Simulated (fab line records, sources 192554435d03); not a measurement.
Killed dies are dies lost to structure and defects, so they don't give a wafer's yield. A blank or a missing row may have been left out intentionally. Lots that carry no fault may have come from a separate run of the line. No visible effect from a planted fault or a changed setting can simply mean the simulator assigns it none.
A single fault, viewed from 2 desks + flow n5-finfet + each desk has only its own numbers; what lay behind them comes last

## METROLOGY DESK
Lot by lot, what the gauges showed, no matter which tool ran the lot: averages of those sampled wafers that carry a number. Marked OUT: a lot whose mean sits more than 4 standard deviations from the usual mean, which makes it out of limits; the brackets give that distance. Of its 10 readings 7 are shown: those that lie furthest out on some lot.
Columns: A = DIBL_N at N5_BEOL_M4_RC_MEAS_101, usual 36.7 mV/V; B = IOFF_P at N5_BEOL_M4_RC_MEAS_101, usual 0.22 nA/um; C = ION_P at N5_BEOL_M4_RC_MEAS_101, usual 462 uA/um; D = SS_N at N5_BEOL_M4_RC_MEAS_101, usual 71.7 mV/dec; E = SS_P at N5_BEOL_M4_RC_MEAS_101, usual 73.4 mV/dec; F = VT_N at N5_BEOL_M4_RC_MEAS_101, usual 250 mV; G = VT_P at N5_BEOL_M4_RC_MEAS_101, usual -250 mV
| lot  | first seen here | A    | B    | C   | D    | E    | F   | G    |
|------|-----------------|------|------|-----|------|------|-----|------|
| L465 | day 9 04:18     | 36.6 | 0.18 | 453 | 72.2 | 73.4 | 254 | -253 |
| L469 | day 10 17:23    | 36.5 | 0.20 | 456 | 71.7 | 73.2 | 251 | -251 |
| L471 | day 10 17:37    | 37.2 | 0.19 | 456 | 71.3 | 73.0 | 250 | -253 |
| L472 | day 10 21:52    | 36.5 | 0.27 | 475 | 71.8 | 72.8 | 247 | -243 |
| L482 | day 13 12:53    | 38.2 | 0.21 | 463 | 71.8 | 73.2 | 248 | -252 |
This desk's verdict: no lot among the 5 shows anything out of limits.

## TOOL OWNER'S DESK, cvd-co-01
The tool's own readings at N5_BEOL_M0_CO_CAP_123 (material Co, precursor CCTBA/H2, target thk 2 nm, time 102.1 s): means of the sampled wafers that have a number, for each lot that ran on this tool. Marked OUT: a lot whose mean sits more than 4 standard deviations from the usual mean, which makes it out of limits; the brackets give that distance.
Columns: A = heater-power-w at N5_BEOL_M0_CO_CAP_123, usual 219 W; B = run-length-s at N5_BEOL_M0_CO_CAP_123, usual 124.9 s
| lot  | first seen here | A   | B               |
|------|-----------------|-----|-----------------|
| L465 | day 6 12:47     | 195 | 124.4           |
| L482 | day 10 16:08    | 218 | 112.2 (-25) OUT |
Finding of this desk: L482 out of limits; the first was L482 at day 10 16:08, on run-length-s at N5_BEOL_M0_CO_CAP_123. In limits: L465.

## BROUGHT TOGETHER
An alarm could have come from the tool owner's desk at day 10 16:08, on L482.
Metrology desk: nothing out of limits seen.
The metrology desk has L482 on record, within its limits.
Every lot named ran N5_BEOL_M0_CO_CAP_123 on cvd-co-01.

## WHAT THE SIMULATOR PUT IN
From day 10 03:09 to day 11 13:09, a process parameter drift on cvd-co-01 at N5_BEOL_M0_CO_CAP_123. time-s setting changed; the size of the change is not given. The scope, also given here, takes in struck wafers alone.
Lots struck among those shown: L482.
Time in hours from fault onset to the first out-of-limits reading at each desk: the tool owner's desk, 13.
